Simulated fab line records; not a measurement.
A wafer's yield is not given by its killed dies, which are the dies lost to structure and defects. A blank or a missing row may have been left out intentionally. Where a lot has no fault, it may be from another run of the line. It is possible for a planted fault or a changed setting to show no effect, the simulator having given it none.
Struck lot and sound lot, side by side    flow n5-finfet    14 steps out of a route of 1938
Sound: these wafers, L980.1, L980.5, L980.6. Struck: wafer L988.4 (left out: L988.2, L988.3 of the same lot, which were not struck); the cause appears at the end.
Order at every step that has rows: each side's tool, ch and its chambers, its first start. Under that, the readings that differ: sound wafers    struck wafers    difference of the means    sigmas: that difference in standard deviations of wafers without a fault.
alike: same words and numbers on both sides, and readings whose means sit less than 2 such deviations apart. not compared: any withheld reading, any reading some wafer has no value for, any bound like >300 that may hide the same value, and any number with overlapping values for which the record gives no deviation.
Wherever a step has rows on one side only, a row that says differs or no value, or a row with sigmas, the two part there. Non-overlapping numbers with no deviation appear without sigmas and do not part them. A reading that every wafer of one side lacks parts them only if that side has two wafers or more.

first, 6 steps without rows for these wafers: N5_BEOL_M5_COAT_22 (resist thk 30 nm); N5_BEOL_M5_EBR_24; N5_BEOL_M5_SOFTBAKE_23 (time 60 s); N5_BEOL_M5_EXPOSE_25 (exposes mask V4, defocus 10 nm); N5_BEOL_M5_PEB_26 (peb time 60 s); N5_BEOL_M5_DEVELOP_27 (develop time 30 s).
N5_BEOL_M5_CD_MEAS_28: target cd 30.6 nm, target cd y 20 nm.
  sound on cd-sem-01 ch 0, day 9 11:53; struck on cd-sem-01 ch 0, day 11 21:11
  alike: cd-nm
N5_BEOL_M5_OVL_MEAS_29:
  sound on overlay-01 ch 0, day 9 11:55; struck on overlay-01 ch 0, day 11 21:13
  alike: V4_OVL
N5_BEOL_M5_INSPECT_30: inspects for defects (brightfield).
  sound on defect-inspect-01 at day 9 11:58; struck on defect-inspect-01 at day 11 21:16
  alike: raw-defect-count
N5_BEOL_M5_DESCUM_33: chemistry O2, time 7 s.
  sound on rie-diel-03 ch 0,1,3, day 9 12:00; struck on rie-diel-02 ch 2, day 11 21:38
  alike: drypump-motor-current-A, oes-product-au, rf-vpp-V, showerhead-plenum-p-Torr, throttle-valve-pct
  not compared: rf-hours-counter-h
N5_BEOL_M5_ETCH_75: etches underlayer in N2/H2, target depth 6.5 nm, time 5.2 s.
  sound on rie-diel-03 ch 0,1,3, day 9 12:02; struck on rie-diel-02 ch 2, day 11 21:40
  alike: bias-w, drypump-motor-current-A, etch-rf-on-time-s, oes-product-au, rf-vpp-V, showerhead-plenum-p-Torr, throttle-valve-pct
  not compared: rf-hours-counter-h
N5_BEOL_M5_ETCH_67: etches SiARC in CF4, target depth 15.6 nm, time 26 s.
  sound on rie-diel-03 ch 0,1,3, day 9 12:03; struck on rie-diel-02 ch 2, day 11 21:41
  alike: bias-w, drypump-motor-current-A, etch-rf-on-time-s, oes-product-au, rf-vpp-V, showerhead-plenum-p-Torr, throttle-valve-pct
  not compared: rf-hours-counter-h
N5_BEOL_M5_ETCH_68: etches SOC in N2/H2, target depth 80 nm, overetch 16 nm, time 120 s.
  sound on rie-diel-03 ch 0,1,3, day 9 12:05; struck on rie-diel-02 ch 2, day 11 21:43
reading                                     sound              struck  difference  sigmas
bias-w (W)                                  149.3 150.5 150.0  186.5   +36.6       +87
rf-vpp-V (V)                                526.6 521.6 523.3  600.3   +76.5       +33
model.SiARC_of_BEOL_M5_COAT_66.thk-nm (nm)  6.6 6.8 6.8        4.6     -2.1        
  alike: drypump-motor-current-A, oes-product-au, showerhead-plenum-p-Torr, throttle-valve-pct
  not compared: rf-hours-counter-h
then, 1 step without rows for these wafers: N5_BEOL_M5_STRIP_69 (strips in N2/H2).

## WHERE THEY PART
Within this record, at N5_BEOL_M5_ETCH_68 only.

WHY: what the simulator had put in
rie-diel-02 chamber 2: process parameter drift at N5_BEOL_M5_ETCH_68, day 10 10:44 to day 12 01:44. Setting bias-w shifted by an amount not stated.
